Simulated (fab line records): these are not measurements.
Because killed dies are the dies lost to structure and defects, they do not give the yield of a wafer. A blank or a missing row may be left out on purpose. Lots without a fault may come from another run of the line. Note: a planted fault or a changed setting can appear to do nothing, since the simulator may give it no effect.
fab line records	flow nand_harc
record lots=12	wafers=36	last_day=33
route steps=1302 shown P_STI@83 P_GATE@139
lots that met no fault: taken from a fault-free run of the same line
start_h: hours from the record's first day to the start of the lot's first wafer shown	wait_h: hours since the lot's step before	" same as the row above	L1.1+2: one row covering several wafers at once	- no value present, or no start provided	* or withheld: withheld	< > ~ a bound
route shown NAME@n: a module of which the file shows steps, and the number in the route of the first	usual: mean/standard deviation taken from wafers without a fault	same: alike in all rows	chamber/n: place in a boat	sites: per-site readings	_std_site: their standard deviation	_edge_site: mean of outer sites minus mean of inner sites	radius_mm: how far each site lies from the wafer's centre	mask NAME#n: copy n	behind: the most recent tool/chamber to have shaped the wafer	hold: the reason the lot was held/the length of the hold in hours/how it ended	device: names the non-switching transistor (n, p or np)	end of line: the route-end tests of the same wafers	a step without rows: its recipe alone	killed: dies that structure and defects cost at the first sort, which is not the same as the wafer's yield	map: the dies of a wafer, with x for killed, . for not killed, _ for no die there
set.NAME: setting as actually run; set.NAME@STEP: the setting as run at that earlier step	model.NAME: the simulator's own value behind a step, which no gauge read
steps of the route over a sample of lots; a table a step, a row a wafer
services: from which hour (start_h, from the record's first day; less than 0 if before it) a tool's chamber was out of use, for how many hours, and why
## steps
# step NHARC_P_STI_CD_MEAS_09
# recipe target_cd_nm=200	landing_energy_ev=500
# usual cd_nm=200/3.2
lot.wafer	tool	chamber	start_h	wait_h	cd_nm
L911.4	cd_sem-03	0	45.46	-	198
L911.5	"	0	"	"	196
L911.6	"	0	"	"	201
L912.3	cd_sem-01	0	55.94	-	208
L912.4	"	0	"	"	200
L912.5	"	0	"	"	200
L914.1	cd_sem-01	0	72.55	-	198
L914.4	"	0	"	"	200
L914.5	"	0	"	"	202
L915.2	cd_sem-01	0	82.91	-	207
L915.3	"	0	"	"	202
L915.4	"	0	"	"	205
L917.1	cd_sem-03	0	106.77	-	200
L917.3	"	0	"	"	200
L917.6	"	0	"	"	198
L918.2	cd_sem-02	0	116.69	-	197
L918.3	"	0	"	"	203
L918.6	"	0	"	"	203
L919.1	cd_sem-02	0	128.33	-	199
L919.2	"	0	"	"	200
L919.5	"	0	"	"	199
L927.1	cd_sem-03	0	204.09	-	201
L927.4	"	0	"	"	197
L927.5	"	0	"	"	195
L929.1	cd_sem-03	0	224.76	-	199
L929.4	"	0	"	"	200
L929.6	"	0	"	"	202
L930.1	cd_sem-01	0	234.36	-	205
L930.2	"	0	"	"	205
L930.4	"	0	"	"	199
L931.1	cd_sem-01	0	242.69	-	204
L931.2	"	0	"	"	201
L931.5	"	0	"	"	207
L934.1	cd_sem-02	0	275.41	-	199
L934.2	"	0	"	"	202
L934.3	"	0	"	"	199
# step NHARC_P_STI_ETCH_15
# recipe target_depth_a=3000	taper_deg=4	time_s=100.1	hbr_flow_sccm=150	cl2_flow_sccm=50	rf_w=400	icp_w=400	bias_w=100	chemistry=HBr/Cl2
# usual drypump_motor_current_A=5.8/0.41	hbr_flow_sccm=150.0/0.47	oes_product_au=0.997/0.015	throttle_valve_pct=26.405/0.0086
lot.wafer	tool	chamber	start_h	wait_h	drypump_motor_current_A	hbr_flow_sccm	oes_product_au	rf_hours_counter_h	throttle_valve_pct
L911.4	rie_si-04	0	45.98	-	5.3	150.4	1.002	0.3	26.409
L911.5	"	0	"	"	5.2	149.8	0.994	-	26.397
L911.6	"	1	"	"	6.5	150.1	0.985	-	26.408
L912.4	rie_si-01	1	56.48	-	6.3	150.2	1.000	0.2	26.404
L912.3	"	3	"	"	5.9	150.2	0.985	0.2	26.401
L912.5	"	1	"	"	6.3	149.7	1.000	-	26.395
L914.4	rie_si-01	1	73.08	-	6.3	150.7	1.001	0.4	26.409
L914.1	"	2	"	"	6.0	149.4	1.013	0.4	26.398
L914.5	"	1	"	"	6.3	151.0	0.999	-	26.409
L915.4	rie_si-01	2	83.50	-	6.0	149.3	1.011	0.5	26.400
L915.3	"	3	"	"	5.9	150.4	0.972	0.5	26.403
L915.2	"	0	"	"	5.7	149.5	0.975	0.5	26.390
L917.1	rie_si-01	2	107.31	-	6.0	150.9	1.012	0.8	26.402
L917.3	"	0	"	"	5.7	150.2	0.971	0.7	26.400
L917.6	"	2	"	"	6.0	150.3	1.013	-	26.416
L918.3	rie_si-03	3	117.22	-	5.1	149.4	1.004	0.1	26.396
L918.2	"	2	"	"	5.4	150.5	1.005	0.1	26.411
L918.6	"	3	"	"	5.1	149.1	1.008	-	26.384
L919.1	rie_si-01	2	128.86	-	6.0	150.2	1.021	0.9	26.407
L919.2	"	0	"	"	5.7	150.6	0.970	0.8	26.398
L919.5	"	2	"	"	6.0	149.7	1.014	-	26.407
L927.4	rie_si-01	1	204.64	-	6.3	150.2	1.024	0.0	26.418
L927.1	"	3	"	"	5.9	150.9	0.997	0.0	26.418
L927.5	"	1	"	"	6.3	149.8	1.021	-	26.425
L929.1	rie_si-03	0	225.29	-	6.0	150.1	0.984	0.9	26.383
L929.4	"	2	"	"	5.4	149.8	1.000	0.8	26.406
L929.6	"	1	"	"	5.0	149.3	0.968	-	26.392
L930.4	rie_si-01	0	234.90	-	5.7	149.1	0.992	0.3	26.409
L930.2	"	1	"	"	6.3	149.1	1.013	0.3	26.414
L930.1	"	2	"	"	6.0	150.6	1.011	0.2	26.399
L931.1	rie_si-01	1	243.25	-	6.3	150.3	1.027	0.4	26.421
L931.2	"	2	"	"	6.0	150.5	1.028	0.2	26.420
L931.5	"	3	"	"	5.9	149.9	1.006	-	26.406
L934.1	rie_si-04	0	275.96	-	5.2	150.1	0.995	0.7	26.405
L934.2	"	2	"	"	5.3	149.9	0.983	0.6	26.401
L934.3	"	3	"	"	5.7	149.9	1.020	0.7	26.395
# step NHARC_P_GATE_PEB_24
# recipe peb_temp_c=100	peb_time_s=65
lot.wafer	tool	chamber	start_h	wait_h
L911.4+5+6	litho_track-06	0	104.60	0.0
L912.3+4+5	litho_track-06	0	105.24	0.0
L914.1+4+5	litho_track-04	0	121.55	0.1
L915.2+3+4	litho_track-04	0	137.50	0.1
L917.1+3+6	litho_track-06	0	167.62	0.1
L918.2+3+6	litho_track-01	0	167.77	0.1
L919.1+2+5	litho_track-04	0	180.63	0.1
L927.1+4+5	litho_track-06	0	258.24	0.1
L929.1+4+6	litho_track-01	0	278.11	0.1
L930.1+2+4	litho_track-06	0	286.09	0.1
L931.1+2+5	litho_track-06	0	298.05	0.1
L934.1+2+3	litho_track-04	0	333.06	0.1
# step NHARC_P_GATE_CD_MEAS_26
# recipe target_cd_nm=120	landing_energy_ev=500
# usual cd_nm=120.1/0.62
lot.wafer	tool	chamber	start_h	wait_h	cd_nm
L911.4	cd_sem-02	0	104.68	-	121.3
L911.5	"	0	"	"	120.8
L911.6	"	0	"	"	120.5
L912.3	cd_sem-01	0	105.32	-	118.9
L912.4	"	0	"	"	119.6
L912.5	"	0	"	"	119.4
L914.1	cd_sem-02	0	121.63	-	121.2
L914.4	"	0	"	"	120.9
L914.5	"	0	"	"	119.4
L915.2	cd_sem-03	0	137.58	-	121.4
L915.3	"	0	"	"	120.2
L915.4	"	0	"	"	120.0
L917.1	cd_sem-02	0	167.70	-	121.4
L917.3	"	0	"	"	120.1
L917.6	"	0	"	"	120.6
L918.2	cd_sem-01	0	167.85	-	120.4
L918.3	"	0	"	"	120.4
L918.6	"	0	"	"	119.7
L919.1	cd_sem-02	0	180.71	-	120.4
L919.2	"	0	"	"	120.6
L919.5	"	0	"	"	121.1
L927.1	cd_sem-02	0	258.32	-	119.4
L927.4	"	0	"	"	120.4
L927.5	"	0	"	"	120.3
L929.1	cd_sem-01	0	278.19	-	120.6
L929.4	"	0	"	"	119.2
L929.6	"	0	"	"	117.6
L930.1	cd_sem-03	0	286.17	-	119.4
L930.2	"	0	"	"	119.7
L930.4	"	0	"	"	119.7
L931.1	cd_sem-02	0	298.13	-	119.3
L931.2	"	0	"	"	119.2
L931.5	"	0	"	"	119.4
L934.1	cd_sem-03	0	333.14	-	120.6
L934.2	"	0	"	"	119.4
L934.3	"	0	"	"	119.8
# step NHARC_P_GATE_ETCHBACK_37
# recipe target_depth_a=345	time_s=17.2	chf3_flow_sccm=50	o2_flow_sccm=10	ar_flow_sccm=200	rf_w=500	bias_w=200	chemistry=CHF3/O2
# usual drypump_motor_current_A=5.7/0.56	oes_product_au=0.96/0.036	rf_vpp_V=370.3/2.4	showerhead_plenum_p_Torr=2.39/0.11	throttle_valve_pct=20.572/0.0087
lot.wafer	tool	chamber	start_h	wait_h	drypump_motor_current_A	oes_product_au	rf_hours_counter_h	rf_vpp_V	showerhead_plenum_p_Torr	throttle_valve_pct
L911.4	rie_diel-02	1	-	-	4.8	0.97	4.2	368.8	2.30	20.585
L911.5	"	2	"	"	5.8	1.01	-	369.3	2.36	20.578
L911.6	"	3	"	"	4.8	1.00	-	367.8	2.27	20.570
L912.4	rie_diel-12	3	-	-	5.7	1.02	0.8	371.8	2.41	20.568
L912.3	"	0	"	"	6.6	0.98	0.8	372.8	2.53	20.560
L912.5	"	3	"	"	5.7	1.03	-	371.7	2.41	20.573
L914.1	rie_diel-02	1	-	-	4.8	0.91	5.4	368.7	2.30	20.571
L914.4	"	2	"	"	5.8	0.93	5.6	370.3	2.36	20.573
L914.5	"	0	"	"	5.9	0.92	-	374.3	2.58	20.570
L915.3	rie_diel-03	2	-	-	6.4	0.98	1.9	369.5	2.30	20.583
L915.4	"	3	"	"	5.0	0.99	1.9	368.1	2.28	20.582
L915.2	"	0	"	"	5.6	0.98	1.9	371.3	2.39	20.568
L917.3	rie_diel-03	0	-	-	5.5	1.00	2.7	370.6	2.39	20.583
L917.1	"	3	"	"	5.0	1.01	2.6	367.3	2.28	20.569
L917.6	"	1	"	"	5.3	0.99	-	366.8	2.29	20.572
L918.2	rie_diel-02	3	-	-	4.8	0.91	8.1	366.7	2.27	20.558
L918.3	"	1	"	"	4.8	0.91	8.3	368.5	2.29	20.577
L918.6	"	3	"	"	4.8	0.91	-	368.4	2.27	20.565
L919.1	rie_diel-02	1	-	-	4.8	0.91	10.4	368.7	2.29	20.574
L919.2	"	3	"	"	4.8	0.93	10.0	367.3	2.26	20.574
L919.5	"	2	"	"	5.8	0.93	-	370.2	2.36	20.566
L927.1	rie_diel-02	1	-	-	4.8	0.91	1.3	368.0	2.29	20.579
L927.4	"	3	"	"	4.8	0.92	1.1	366.3	2.26	20.558
L927.5	"	0	"	"	5.9	0.92	-	374.6	2.58	20.552
L929.4	rie_diel-12	0	-	-	6.6	1.00	0.2	371.8	2.53	20.567
L929.1	"	1	"	"	5.8	0.98	0.1	370.0	2.32	20.581
L929.6	"	0	"	"	6.6	0.99	-	373.8	2.52	20.578
L930.1	rie_diel-12	3	-	-	5.7	1.01	0.2	369.9	2.40	20.551
L930.4	"	1	"	"	5.8	1.00	0.2	370.6	2.32	20.568
L930.2	"	2	"	"	6.1	1.01	0.1	373.6	2.54	20.585
L931.1	rie_diel-12	3	-	-	5.7	0.93	0.5	370.6	2.40	20.573
L931.2	"	0	"	"	6.7	0.91	0.4	373.0	2.52	20.574
L931.5	"	3	"	"	5.7	0.94	-	370.5	2.40	20.570
L934.1	rie_diel-12	3	-	-	5.7	0.95	3.7	369.9	2.40	20.578
L934.2	"	1	"	"	5.8	0.93	3.6	369.0	2.32	20.571
L934.3	"	2	"	"	6.1	0.96	4.0	372.9	2.54	20.579
## services
tool	chamber	start_h	hours	kind
litho_track-04	-	28.00	7.0	pm
rie_si-04	0	38.27	5.3	repair
rie_diel-02	-	39.70	9.0	pm
rie_si-03	-	43.12	46.9	repair
rie_diel-03	3	44.37	15.0	repair
rie_diel-12	-	91.40	9.0	pm
rie_diel-03	-	104.30	9.0	pm
rie_si-04	1	112.89	12.4	repair
litho_track-01	-	155.00	7.0	pm
rie_si-04	-	165.00	9.0	pm
rie_si-01	-	173.31	0.5	repair
litho_track-06	-	179.00	7.0	pm
rie_si-01	-	193.00	9.0	pm
litho_track-04	-	203.00	7.0	pm
rie_diel-02	-	216.70	9.0	pm
rie_si-01	3	220.03	3.4	repair
rie_diel-12	3	236.02	4.3	repair
rie_si-03	-	238.48	0.2	repair
rie_si-03	-	241.94	0.7	repair
rie_diel-03	0	265.73	15.7	repair
rie_diel-12	2	266.34	1.9	repair
rie_diel-12	-	268.40	9.0	pm
rie_si-01	-	274.84	66.8	repair
rie_diel-02	3	313.96	6.5	repair
## key
first_sign step=NHARC_P_GATE_CD_MEAS_26	reading=cd_nm	direction=down	sigmas=4.1	usual=120.1	struck=117.6
effect none on later readings
met_at NHARC_P_GATE_PEB_24
struck_lots L929
struck_wafers L929.6
tester_left_out L929
not_acting_at NHARC_P_STI_CD_MEAS_09,NHARC_P_STI_ETCH_15,NHARC_P_GATE_ETCHBACK_37
onset_between 167.77 278.11
fault kind=process_parameter_drift	tool=litho_track-01	chamber=-	onset_h=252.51	steps=NHARC_P_GATE_PEB_24	channel=peb_time_s	offset=*	shape=step	end_h=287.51	scope=struck_wafers_only	acts_in=*	stated=*
# tester_left_out: of these lots the tester's yield and bins aren't shown, on N5 and GAA mostly nor the transistor test; their killed dies are dies lost to structure and defects alone, not to doping, threshold or leakage, so they don't give the yield
